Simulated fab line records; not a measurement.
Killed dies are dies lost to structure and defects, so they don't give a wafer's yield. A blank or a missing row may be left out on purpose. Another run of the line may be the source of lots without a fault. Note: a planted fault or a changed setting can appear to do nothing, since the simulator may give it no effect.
fab line records	flow n5-finfet
[record] lots = 6	wafers = 18	last-day = 17
route steps=1938 shown BEOL_M8@1356 PASSIVATION@1936
lots untouched by any fault: they come from a run of this same line in which no faults occurred
start-h: the number of hours between the record's first day and the start of the first shown wafer of the lot	wait-h: time in hours since the lot's previous step	" the same as in the row above	L1.1+2: several wafers, shown together as one row	- value missing, or start not given	* or withheld: withheld	< > ~ a bound
route shown NAME@n: names a module that has steps shown in the file, with the first one's number in the route	usual: mean/standard deviation of fault-free wafers	same: alike in all rows	chamber/n: place in a boat	sites: per-site readings	_std_site: standard deviation of those values	_edge_site: inner sites' mean taken away from outer sites' mean	radius-mm: how far each site lies from the wafer's centre	mask NAME#n: copy n	behind: the last tool/chamber to shape the wafer	hold: what put the lot on hold/how long, in hours/how the hold closed	device: whichever transistor did not switch (one of n, p or np)	end of line: tests of these same wafers at the route's end	a step without rows: its recipe alone	killed: not the wafer's yield, but the dies lost to structure and defects at the first sort	map: the dies of a wafer, with x for killed, . for not killed, _ for no die there
set.NAME: the run value of the setting; set.NAME@STEP: its run value at that earlier step	model.NAME: the simulator's own value behind a step, which no gauge read
lots at some steps of the route; a table a step, a row a wafer
services: when a tool's chamber went out of use (start-h, in hours from the record's first day, below 0 if earlier), for how many hours, and the reason
[[steps]]
[step N5_BEOL_M8_COAT_63]
[recipe] resist = SOC	temp-c = 250	time-s = 60	spin-rpm = 1500	resist-thk-nm = 60
[step N5_BEOL_M8_COAT_64]
[recipe] resist = SiARC	temp-c = 220	time-s = 60	spin-rpm = 1500	resist-thk-nm = 12
[step N5_BEOL_M8_COAT_71]
[recipe] resist = underlayer	temp-c = 205	time-s = 60	spin-rpm = 1500	resist-thk-nm = 5
[step N5_BEOL_M8_COAT_22]
[recipe] resist = CAR-EUV	spin-rpm = 1500	resist-thk-nm = 30
[step N5_BEOL_M8_EBR_24]
[recipe] solvent = PGMEA	ebr-width-mm = 1.5
[step N5_BEOL_M8_SOFTBAKE_23]
[recipe] temp-c = 110	time-s = 60	resist = CAR-EUV
[step N5_BEOL_M8_EXPOSE_25]
[recipe] mask-id = V7	na = 0.33	source-shape = annular	sigma-inner = 0.4	sigma-outer = 0.8	polarization = unpolarized	target-cd-nm = 40	dose-mj = 42.5
[step N5_BEOL_M8_PEB_26]
[recipe] peb-temp-c = 100	peb-time-s = 60	resist = CAR-EUV
[step N5_BEOL_M8_DEVELOP_27]
[recipe] develop-time-s = 30	developer = TMAH	resist = CAR-EUV	rinse-liquid = surfactant-rinse	dry = air-spin	dev-temp-c = 23
[step N5_BEOL_M8_CD_MEAS_28]
[recipe] target-cd-nm = 40	landing-energy-ev = 500	detector = se-inlens
[usual] cd-nm = 40.06/0.25
[same] landing-energy-ev = 500
lot.wafer	tool	chamber	start-h	wait-h	cd-nm
L951.2	cd-sem-01	0	257.15	-	40.08
L951.3	"	0	"	"	40.27
L951.4	"	0	"	"	40.22
L952.2	cd-sem-03	0	262.00	-	40.11
L952.3	"	0	"	"	40.20
L952.4	"	0	"	"	39.92
L954.4	cd-sem-02	0	280.79	-	39.78
L954.5	"	0	"	"	40.04
L954.6	"	0	"	"	40.02
L958.3	cd-sem-01	0	280.83	-	40.69
L958.4	"	0	"	"	40.58
L958.6	"	0	"	"	40.33
L956.2	cd-sem-03	0	284.23	-	39.67
L956.4	"	0	"	"	39.87
L956.6	"	0	"	"	39.95
L965.3	cd-sem-01	0	350.53	-	39.98
L965.4	"	0	"	"	40.13
L965.6	"	0	"	"	40.30
[step N5_BEOL_M8_OVL_MEAS_29]
[recipe] points-per-wafer = 522
[usual] V7_OVL = -0.2/0.73
lot.wafer	tool	chamber	start-h	wait-h	V7_OVL[nm]
L951.2	overlay-02	0	257.19	0.0	-0.3
L951.3	"	0	"	"	0.1
L951.4	"	0	"	"	0.6
L952.2	overlay-02	0	262.04	0.0	0.9
L952.3	"	0	"	"	0.5
L952.4	"	0	"	"	0.0
L954.4	overlay-01	0	280.83	0.0	-0.6
L954.5	"	0	"	"	-1.6
L954.6	"	0	"	"	-0.5
L958.3	overlay-02	0	280.87	0.0	-0.4
L958.4	"	0	"	"	0.0
L958.6	"	0	"	"	0.3
L956.2	overlay-02	0	284.26	0.0	-0.3
L956.4	"	0	"	"	0.7
L956.6	"	0	"	"	0.3
L965.3	overlay-02	0	350.57	0.0	-0.4
L965.4	"	0	"	"	-0.1
L965.6	"	0	"	"	0.0
[step N5_BEOL_M8_INSPECT_30]
[recipe] mode = adi	inspect-instrument = brightfield
[usual] raw-defect-count = 413/95
lot.wafer	tool	chamber	start-h	wait-h	raw-defect-count
L951.2	defect-inspect-01	-	257.24	0.0	444
L951.3	"	-	"	"	405
L951.4	"	-	"	"	426
L952.2	defect-inspect-01	-	262.09	0.0	420
L952.3	"	-	"	"	353
L952.4	"	-	"	"	422
L954.4	defect-inspect-02	-	280.87	0.0	399
L954.5	"	-	"	"	358
L954.6	"	-	"	"	268
L958.3	defect-inspect-02	-	280.92	0.0	332
L958.4	"	-	"	"	305
L958.6	"	-	"	"	700
L956.2	defect-inspect-02	-	284.31	0.0	440
L956.4	"	-	"	"	411
L956.6	"	-	"	"	443
L965.3	defect-inspect-02	-	350.61	0.0	530
L965.4	"	-	"	"	556
L965.6	"	-	"	"	494
[step N5_BEOL_M8_DESCUM_33]
[recipe] chemistry = O2	time-s = 7	source-power-w = 50	bias-power-w = 20	pressure-mtorr = 20	rf-frequency-hz = 2.712e+07	temp-c = 40	resist = CAR-EUV	o2-flow-sccm = 225
[usual] drypump-motor-current-A = 5.9/0.5	oes-product-au = 0.79/0.077	rf-vpp-V = 243.9/1.4	showerhead-plenum-p-Torr = 2.14/0.065	throttle-valve-pct = 20.4/0.38
lot.wafer	tool	chamber	start-h	wait-h	drypump-motor-current-A	oes-product-au	rf-hours-counter-h	rf-vpp-V	showerhead-plenum-p-Torr	throttle-valve-pct	model.CAR-EUV_of_BEOL_M8_COAT_22.thk-nm	model.BEOL_M8.cd-nm
L951.2	rie-diel-06	1	257.27	0.0	6.5	0.82	74	244.4	2.19	20.2	26	40.4
L951.3	"	0	"	"	6.3	0.70	227	244.7	2.16	20.8	26	40.2
L951.4	"	3	"	"	5.0	0.75	200	245.5	2.15	20.3	26	40.2
L952.2	rie-diel-05	1	262.12	0.0	5.8	0.72	179	244.6	2.20	21.1	26	40
L952.3	"	2	"	"	5.4	0.79	105	241.3	2.01	20.0	26	40
L952.4	"	0	"	"	6.2	0.83	-	243.4	2.22	20.1	26	40
L954.4	rie-diel-06	2	280.92	0.0	5.9	0.90	-	242.2	2.03	20.0	26.2	40
L954.5	"	3	"	"	5.0	0.72	-	245.1	2.14	20.3	26	39.8
L954.6	"	1	"	"	6.5	0.81	-	244.3	2.19	20.2	26	40.2
L958.3	rie-diel-05	1	280.98	0.1	5.8	0.72	187	245.3	2.19	21.1	26	40.2
L958.4	"	0	"	"	6.2	0.83	71	244.9	2.21	20.1	27.6	40
L958.6	"	1	"	"	5.8	0.71	-	244.3	2.19	21.1	27.4	40
L956.2	rie-diel-05	0	284.35	0.0	6.2	0.82	72	244.9	2.21	20.1	26	40
L956.4	"	3	"	"	5.9	0.68	246	246.6	2.15	20.1	27.4	39.4
L956.6	"	0	"	"	6.2	0.82	-	245.3	2.21	20.2	27.6	40
L965.3	rie-diel-04	0	350.65	0.0	5.0	0.79	106	241.7	2.06	21.0	26	40.2
L965.4	"	1	"	"	5.8	0.90	35	244.0	2.11	20.0	26	40.4
L965.6	"	2	"	"	6.3	0.75	-	243.9	2.20	20.6	26	40.2
[step N5_BEOL_M8_ETCH_72]
[recipe] chemistry = N2/H2	target = underlayer	target-depth-a = 65	mask-material = CAR-EUV	time-s = 5.2	ion-energy-ev = 200	pressure-mtorr = 30	source-w = 840	bias-w = 150	n2-flow-sccm = 200	h2-flow-sccm = 200	ends = cleared
[usual] drypump-motor-current-A = 5.9/0.49	etch-rf-on-time-s = 5.17/0.11	oes-product-au = 0.67/0.063	rf-vpp-V = 525.5/2.4	showerhead-plenum-p-Torr = 2.59/0.083	throttle-valve-pct = 17.8/0.37
lot.wafer	tool	chamber	start-h	wait-h	drypump-motor-current-A	etch-rf-on-time-s	oes-product-au	rf-hours-counter-h	rf-vpp-V	showerhead-plenum-p-Torr	throttle-valve-pct
L951.2	rie-diel-06	1	257.31	0.0	6.5	4.99	0.71	74	529.4	2.67	17.6
L951.3	"	0	"	"	6.3	5.19	0.60	227	526.5	2.63	18.2
L951.4	"	3	"	"	5.1	5.17	0.61	200	526.1	2.65	18.1
L952.2	rie-diel-05	1	262.16	0.0	5.8	5.13	0.62	179	525.1	2.64	18.3
L952.3	"	2	"	"	5.4	5.12	0.68	105	523.1	2.46	17.5
L952.4	"	0	"	"	6.2	5.25	0.71	-	526.8	2.66	17.4
L954.4	rie-diel-06	2	280.95	0.0	5.9	5.18	0.75	-	522.6	2.45	17.3
L954.5	"	3	"	"	5.0	5.18	0.61	-	525.7	2.64	18.0
L954.6	"	1	"	"	6.5	4.99	0.69	-	526.8	2.66	17.7
L958.3	rie-diel-05	1	281.01	0.0	5.8	5.13	0.63	187	526.4	2.64	18.4
L958.4	"	0	"	"	6.2	5.32	0.70	71	526.9	2.65	17.4
L958.6	"	1	"	"	5.8	5.12	0.61	-	524.2	2.64	18.3
L956.2	rie-diel-05	0	284.38	0.0	6.2	5.28	0.68	72	528.2	2.65	17.4
L956.4	"	3	"	"	5.8	5.24	0.60	246	525.0	2.58	17.4
L956.6	"	0	"	"	6.2	5.31	0.69	-	527.7	2.65	17.4
L965.3	rie-diel-04	0	350.68	0.0	5.0	5.12	0.68	106	522.3	2.42	17.8
L965.4	"	1	"	"	5.8	5.35	0.75	35	526.2	2.60	17.7
L965.6	"	2	"	"	6.2	5.18	0.64	-	526.0	2.68	18.1
[step N5_BEOL_M8_ETCH_65]
[recipe] chemistry = CF4	target = SiARC	target-depth-a = 156	mask-material = CAR-EUV	time-s = 26	ion-energy-ev = 80	pressure-mtorr = 40	source-w = 545	bias-w = 36	Ar_flow_sccm = 100	cf4-flow-sccm = 100	ends = cleared
[usual] drypump-motor-current-A = 5.9/0.5	etch-rf-on-time-s = 25.9/0.65	oes-product-au = 0.67/0.064	rf-vpp-V = 184.7/1.2	showerhead-plenum-p-Torr = 2.18/0.055	throttle-valve-pct = 15.56/0.26
lot.wafer	tool	chamber	start-h	wait-h	drypump-motor-current-A	etch-rf-on-time-s	oes-product-au	rf-hours-counter-h	rf-vpp-V	showerhead-plenum-p-Torr	throttle-valve-pct	model.CAR-EUV_of_BEOL_M8_COAT_22.thk-nm	model.BEOL_M8.cd-nm
L951.2	rie-diel-06	1	257.32	0.0	6.5	24.8	0.71	74	184.9	2.25	15.50	11	40.4
L951.3	"	0	"	"	6.3	27.2	0.59	227	184.8	2.19	15.88	11.2	40.2
L951.4	"	3	"	"	5.1	26.1	0.62	200	185.3	2.19	15.50	11	40.4
L952.2	rie-diel-05	1	262.18	0.0	5.8	25.3	0.62	179	185.5	2.21	16.06	11.2	40.2
L952.3	"	2	"	"	5.4	25.5	0.69	105	182.5	2.09	15.47	11	40.2
L952.4	"	0	"	"	6.2	25.7	0.72	-	186.2	2.25	15.28	11	40
L954.4	rie-diel-06	2	280.97	0.0	5.9	25.9	0.76	-	184.1	2.12	15.41	11.2	39.8
L954.5	"	3	"	"	5.0	25.9	0.61	-	185.1	2.19	15.53	11.2	40
L954.6	"	1	"	"	6.5	24.6	0.70	-	186.3	2.25	15.52	11	40
L958.3	rie-diel-05	1	281.03	0.0	5.8	25.9	0.62	187	184.7	2.21	16.06	11	40.4
L958.4	"	0	"	"	6.2	26.4	0.71	71	186.0	2.25	15.30	12.6	40
L958.6	"	1	"	"	5.8	26.3	0.61	-	184.8	2.21	16.05	12.6	40
L956.2	rie-diel-05	0	284.40	0.0	6.2	26.2	0.70	72	186.2	2.25	15.31	11	40
L956.4	"	3	"	"	5.9	26.1	0.60	246	184.3	2.19	15.43	12.6	39.4
L956.6	"	0	"	"	6.2	26.2	0.70	-	184.9	2.25	15.33	12.6	40
L965.3	rie-diel-04	0	350.70	0.0	5.0	25.6	0.69	106	182.2	2.07	15.82	11	40.4
L965.4	"	1	"	"	5.8	26.7	0.76	35	184.7	2.19	15.25	11.2	40.6
L965.6	"	2	"	"	6.3	25.5	0.65	-	184.7	2.22	15.72	11	40.4
[step N5_BEOL_M8_ETCH_66]
[recipe] chemistry = N2/H2	target = SOC	target-depth-a = 800	overetch-a = 160	mask-material = SiARC	temp-c = 40	time-s = 120	ion-energy-ev = 200	pressure-mtorr = 30	source-w = 840	bias-w = 150	n2-flow-sccm = 200	h2-flow-sccm = 200
[usual] drypump-motor-current-A = 5.9/0.49	oes-product-au = 0.60/0.055	rf-vpp-V = 525.3/2.3	showerhead-plenum-p-Torr = 2.59/0.083	throttle-valve-pct = 17.7/0.37
lot.wafer	tool	chamber	start-h	wait-h	drypump-motor-current-A	oes-product-au	rf-hours-counter-h	rf-vpp-V	showerhead-plenum-p-Torr	throttle-valve-pct
L951.2	rie-diel-06	1	257.35	0.0	6.5	0.62	74	528.0	2.67	17.6
L951.3	"	0	"	"	6.3	0.54	227	526.1	2.63	18.2
L951.4	"	3	"	"	5.0	0.55	200	527.6	2.65	18.0
L952.2	rie-diel-05	1	262.20	0.0	5.8	0.55	179	527.5	2.64	18.3
L952.3	"	2	"	"	5.5	0.61	105	521.0	2.46	17.5
L952.4	"	0	"	"	6.2	0.64	-	528.5	2.66	17.3
L954.4	rie-diel-06	2	281.02	0.0	5.9	0.67	-	522.6	2.45	17.2
L954.5	"	3	"	"	5.1	0.55	-	526.3	2.64	18.0
L954.6	"	1	"	"	6.5	0.61	-	527.1	2.66	17.6
L958.3	rie-diel-05	1	281.06	0.0	5.8	0.55	187	526.6	2.64	18.3
L958.4	"	0	"	"	6.2	0.63	71	528.6	2.65	17.3
L958.6	"	1	"	"	5.8	0.55	-	526.4	2.64	18.3
L956.2	rie-diel-05	0	284.43	0.0	6.2	0.63	72	526.8	2.65	17.3
L956.4	"	3	"	"	5.9	0.54	246	526.4	2.58	17.3
L956.6	"	0	"	"	6.2	0.63	-	526.7	2.65	17.3
L965.3	rie-diel-04	0	350.73	0.0	5.0	0.61	106	521.9	2.42	17.7
L965.4	"	1	"	"	5.8	0.69	35	524.2	2.60	17.6
L965.6	"	2	"	"	6.3	0.57	-	527.8	2.68	18.1
[step N5_PASSIVATION_PROBE_49]
[usual] defect-limited-yield = 91.3/1.4	killed_at_M0_to_M3 = 33/9.9	killed_at_M4_up = 15/5.6	killed-at-contacts = 13/5.7	killed-at-front-end = 38/12	killed-at-other = 4/3.1	killed-dies = 103/17	killed-open = 66/13	killed-short = 32/7.8	sort_bin_4_leakage = 0.02/0.16	sort_bin_5_function = 5.1/0.95	sort_bin_6_memory = 3.2/0.68	sort-n-pass = 1077/17	sort-yield-pct = 91.3/1.5
[same] gross-dies = 1180	killed-at-back-side = 0	sort_bin_8_speed[%] = 0
lot.wafer	tool	chamber	start-h	wait-h	defect-limited-yield[%]	killed_at_M0_to_M3	killed_at_M4_up	killed-at-contacts	killed-at-front-end	killed-at-other	killed-dies	killed-open	killed-short	sort_bin_4_leakage[%]	sort_bin_5_function[%]	sort_bin_6_memory[%]	sort-n-pass	sort-yield-pct[%]
L958.3	prober-01	-	350.44	0.1	92.4	36	9	25	20	0	90	60	26	0	4.9	2.5	1090	92.4
L958.4	prober-01	-	350.49	0.2	92.2	48	10	13	21	0	92	61	28	0	5.1	2.4	1088	92.2
L958.6	prober-01	-	350.59	0.3	91.4	36	10	25	21	9	101	60	38	0	4.7	3.3	1079	91.4
L954.4	prober-02	-	355.08	0.2	90.8	48	12	13	36	0	109	79	27	0	5.8	3.4	1071	90.8
L954.5	prober-02	-	355.13	0.2	90.4	32	15	11	55	0	113	72	37	0	6.0	3.1	1067	90.4
L954.6	prober-02	-	355.18	0.3	89.9	22	22	22	48	5	119	84	33	0	6.3	3.6	1061	89.9
// killed by level:class
L958.3 MOL_CONTACT_COAG:geometric-particle:open=21 BEOL_M0_SAQP:geometric-particle:open=9 BEOL_M2:geometric-particle:open=7 BEOL_M0_SAQP:geometric-particle:short=5 BEOL_M1:geometric-particle:short=5 FIN_SAQP:geometric-particle:short=4 DUMMY_GATE:geometric-particle:open=4 FIN_SAQP:geometric-particle:open=3
L958.4 MOL_CONTACT_COAG:geometric-particle:open=12 BEOL_M3:geometric-particle:open=10 BEOL_M0_SAQP:geometric-particle:short=9 BEOL_M0_SAQP:geometric-particle:open=8 BEOL_M2:geometric-particle:open=6 BEOL_M1:geometric-particle:short=5 FIN_SAQP:geometric-particle:open=4 STI_FIN_REVEAL:geometric-particle:open=4
L958.6 MOL_CONTACT_COAG:geometric-particle:open=19 BEOL_M0_SAQP:geometric-particle:short=11 BEOL_M2:geometric-particle:open=7 FIN_SAQP:geometric-particle:short=6 BEOL_M3:geometric-particle:open=6 BEOL_M0_SAQP:geometric-particle:open=5 PAD_METAL:geometric-particle:short=5 FIN_SAQP:geometric-particle:open=4
L954.4 STI_FIN_REVEAL:geometric-particle:open=14 MOL_CONTACT_COAG:geometric-particle:open=12 BEOL_M0_SAQP:geometric-particle:open=10 BEOL_M2:geometric-particle:open=9 BEOL_M0_SAQP:geometric-particle:short=8 BEOL_M3:geometric-particle:open=8 FIN_SAQP:geometric-particle:open=5 FIN_SAQP:geometric-particle:short=4
L954.5 STI_FIN_REVEAL:geometric-particle:open=12 BEOL_M2:geometric-particle:open=9 FIN_SAQP:geometric-particle:open=8 MOL_CONTACT_COAG:geometric-particle:open=8 FIN_SAQP:geometric-particle:short=7 GATE_CUT:geometric-particle:short=6 BEOL_M3:geometric-particle:open=6 BEOL_M0_SAQP:geometric-particle:short=4
L954.6 MOL_CONTACT_COAG:geometric-particle:open=19 FIN_SAQP:geometric-particle:open=12 FIN_SAQP:geometric-particle:short=10 BEOL_M3:geometric-particle:open=9 BEOL_M7:geometric-particle:open=7 GATE_CUT:geometric-particle:short=6 BEOL_M5:geometric-particle:open=5 GATE_CUT:geometric-particle:open=5
[[services]]
tool	chamber	start-h	hours	kind
rie-diel-04	1	235.11	-	clean
rie-diel-04	1	235.11	-	consumable-replace:focus-ring
rie-diel-04	1	235.11	19.4	scheduled-down
rie-diel-04	1	235.11	19.4	vent-cycle
rie-diel-06	0	268.22	15.3	repair
rie-diel-06	2	293.88	4.3	repair
rie-diel-05	3	296.99	-	clean
rie-diel-05	3	296.99	-	consumable-replace:focus-ring
rie-diel-05	3	296.99	14.1	scheduled-down
rie-diel-05	3	296.99	14.1	vent-cycle
rie-diel-05	2	297.03	9.6	repair
rie-diel-06	2	304.45	10.4	repair
rie-diel-06	0	336.64	-	clean
rie-diel-06	0	336.64	-	consumable-replace:focus-ring
rie-diel-06	0	336.64	35.3	scheduled-down
rie-diel-06	0	336.64	35.3	vent-cycle
[[key]]
first-sign none at tools or gauges
[model-effect] step = N5_BEOL_M8_DESCUM_33	value = CAR-EUV_of_BEOL_M8_COAT_22.thk-nm	without = 26	struck = 27.5
[model-effect] step = N5_BEOL_M8_ETCH_65	value = CAR-EUV_of_BEOL_M8_COAT_22.thk-nm	without = 11	struck = 12.6
met-at N5_BEOL_M8_DESCUM_33
struck-wafers L956.4,L956.6,L958.4,L958.6
onset-between 262.12 280.98
[fault] kind = process-parameter-drift	tool = rie-diel-05	chamber = -	onset-h = 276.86	steps = N5_BEOL_M8_DESCUM_33	channel = time-s	offset = *	shape = step	end-h = 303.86	scope = struck-wafers-only	acts-in = *	stated = *
